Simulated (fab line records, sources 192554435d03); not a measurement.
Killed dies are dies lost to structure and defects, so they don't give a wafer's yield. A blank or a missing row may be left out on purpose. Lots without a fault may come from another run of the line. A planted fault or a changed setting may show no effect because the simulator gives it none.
A struck lot beside a sound one | flow n5_finfet | 38 steps out of a route of 1938
Sound: wafers L482.2, L482.3, L482.5. Struck: wafer L486.5. (L486.2 of the same lot was not struck and is left out.) The cause comes at the end.
At each step with rows: each side's tool, then ch and its chambers, then its first start. Under that, the readings that differ: sound wafers | struck wafers | difference of the means | sigmas: that difference in standard deviations of wafers without a fault.
alike: readings whose means differ by less than 2 such deviations, and words and numbers that are the same on both sides. not compared: withheld readings, readings that some wafer has no value for, bounds like >300 that may hide the same value, and numbers for which the record gives no deviation and whose values overlap.
The two part at a step that has a row with sigmas, a row that says differs or no value, or rows on one side only. Numbers that don't overlap but have no deviation are shown without sigmas and don't part them. A reading that every wafer of one side lacks parts them only if that side has two wafers or more.

first, 9 steps without rows for these wafers: N5_BEOL_M13_SOFTBAKE_23 (time 60 s); N5_BEOL_M13_EXPOSE_25 (exposes mask M13, target cd 210 nm); N5_BEOL_M13_PEB_26 (peb time 90 s); N5_BEOL_M13_DEVELOP_27 (develop time 45 s); N5_BEOL_M13_HARDBAKE_32 (time 120 s); N5_BEOL_M13_DESCUM_33 (chemistry O2, time 7.9 s); N5_BEOL_M13_ETCH_67 (etches SiARC in CF4, target depth 143 nm, time 238.3 s); N5_BEOL_M13_ETCH_68 (etches SOC in N2/H2, time 355 s); N5_BEOL_M13_STRIP_69 (strips in N2/H2).
N5_BEOL_M13_TRENCH_ETCH_34: etches SiOC in C4F8/O2/Ar, target depth 413.47 nm, time 162.6 s.
  sound on rie_diel-06 ch 0,3, day 15 08:22; struck on rie_diel-06 ch 1, day 17 11:31
  reading                  | sound           | struck | difference | sigmas
  oes_product_au (a.u.)    | 0.72 0.67 0.67  | 0.90   | +0.21      | +2
  model.etch.depth_nm (nm) | 406 402.3 400.1 | 600.7  | +197.9     |
  alike: drypump_motor_current_A, rf_vpp_V, showerhead_plenum_p_Torr, throttle_valve_pct
  not compared: rf_hours_counter_h
then, 1 step without rows for these wafers: N5_BEOL_M13_STRIP_70 (strips in C4F8/O2/Ar).
N5_BEOL_M13_OCD_MEAS_35:
  sound on ocd-02, day 15 08:33; struck on ocd-01, day 17 11:41
  reading              | sound       | struck | difference | sigmas
  trench_depth_nm (nm) | 406 403 400 | 601    | +198       | +34
then, 11 steps without rows for these wafers: N5_BEOL_M13_STRIP_37 (strips in N2/H2); N5_BEOL_M13_ETCH_38 (etches SiCN in CF4/N2, target depth 67.5 nm, time 71.9 s); N5_BEOL_M13_PRECLEAN_39 (cleans in residue remover, time 60 s); N5_BEOL_M13_SRD_40 (time 30 s, dry time 30 s); N5_BEOL_M13_DEGAS_41 (time 60 s); N5_BEOL_M13_PRE_CLEAN_42 (time 30 s); N5_BEOL_M13_SPUTTER_43 (material TaN, target thk 15 nm, time 24.19 s); N5_BEOL_M13_SPUTTER_44 (material Ta, target thk 10 nm, time 16.13 s); N5_BEOL_M13_SPUTTER_45 (material Cu, target thk 80 nm, time 13.33 s); N5_BEOL_M13_ECD_47 (material Cu, target thk 936 nm); N5_BEOL_M13_ANNEAL_48 (time 90 s).
N5_BEOL_M13_CMP_49: polishes, stops on SiOC, t overpolish 17.1 s, target thk 420 nm.
  sound on cmp-01 ch 1,2,3, day 15 12:41; struck on cmp-02 ch 3, day 17 16:58
  reading                                 | sound         | struck | difference | sigmas
  motor_current_A (A)                     | 6.3 5.6 6.7   | 7.4    | +1.2       | +2
  model.Cu_of_BEOL_M13_ECD_47.thk_nm (nm) | 413 410 406.8 | 607.2  | +197.3     |
  alike: barrier_field_endpoint_s, overpolish_run_s
N5_BEOL_M13_THK_MEAS_50: measures by xrf.
  sound on film_metro-02, day 15 12:57; struck on film_metro-01, day 17 17:16
  reading      | sound       | struck | difference | sigmas
  M13_THK (nm) | 407 403 401 | 616    | +212       | +30
then, 2 steps without rows for these wafers: N5_BEOL_M13_PRE_CLEAN_52 (time 15 s); N5_BEOL_M13_DEP_53 (deposits SiCN from 3MS/NH3, target thk 50 nm, time 17.8 s).
N5_BEOL_M13_RS_MEAS_54: measures by four-point-probe.
  sound on film_metro-02, day 15 13:05; struck on film_metro-01, day 17 17:25
  reading         | sound                | struck | difference | sigmas
  M13_RS (ohm/sq) | 0.0456 0.0461 0.0464 | 0.0307 | -0.0153    | -24
then, 9 steps without rows for these wafers: N5_BEOL_M14_ILD_DEP_00 (deposits SiO2 from TEOS/O2, target thk 1119.3 nm, time 237.4 s); N5_BEOL_M14_COAT_58 (time 60 s, resist thk 89 nm); N5_BEOL_M14_COAT_04 (resist thk 800 nm); N5_BEOL_M14_EBR_06; N5_BEOL_M14_SOFTBAKE_05 (time 60 s); N5_BEOL_M14_EXPOSE_07 (exposes mask V13); N5_BEOL_M14_PEB_08 (peb time 90 s); N5_BEOL_M14_DEVELOP_09 (develop time 45 s); N5_BEOL_M14_HARDBAKE_14 (time 120 s).
N5_BEOL_M15_RC_MEAS_101:
  sound on prober-01 ch 0, day 16 02:53; struck on prober-02 ch 0, day 18 05:44
  reading                    | sound                   | struck  | difference | sigmas
  COMB_M12 (S/m)             | 6.6e-12 8.1e-12 6.7e-12 | 4.2e-12 | -2.9e-12   | -2
  COMB_M8 (S/m)              | 2.6e-11 3.7e-11 3.3e-11 | 1.8e-11 | -1.4e-11   | -3
  SERP_M12 (ohm/um)          | 0.667 0.614 0.607       | 0.672   | +0.043     | +2
  SERP_M13 (ohm/um)          | 0.308 0.315 0.317       | 0.209   | -0.104     | -20
  SERP_M13_max_site (ohm/um) | 0.311 0.319 0.320       | 0.211   | -0.106     | -20
  alike: COMB_M10, COMB_M11, COMB_M11_max_site, COMB_M14, COMB_M15, COMB_M15_max_site, COMB_M5, COMB_M6, COMB_M7, COMB_M9, SERP_M10, SERP_M11, SERP_M14, SERP_M5, SERP_M6, SERP_M7, SERP_M7_max_site, SERP_M8, SERP_M9

WHERE THEY PART
First at N5_BEOL_M13_TRENCH_ETCH_34; last, within this record, at N5_BEOL_M15_RC_MEAS_101.

WHY: what the simulator had put in
Process parameter drift: rie_diel-06, from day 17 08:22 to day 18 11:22, at N5_BEOL_M13_TRENCH_ETCH_34. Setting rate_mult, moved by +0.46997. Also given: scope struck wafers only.
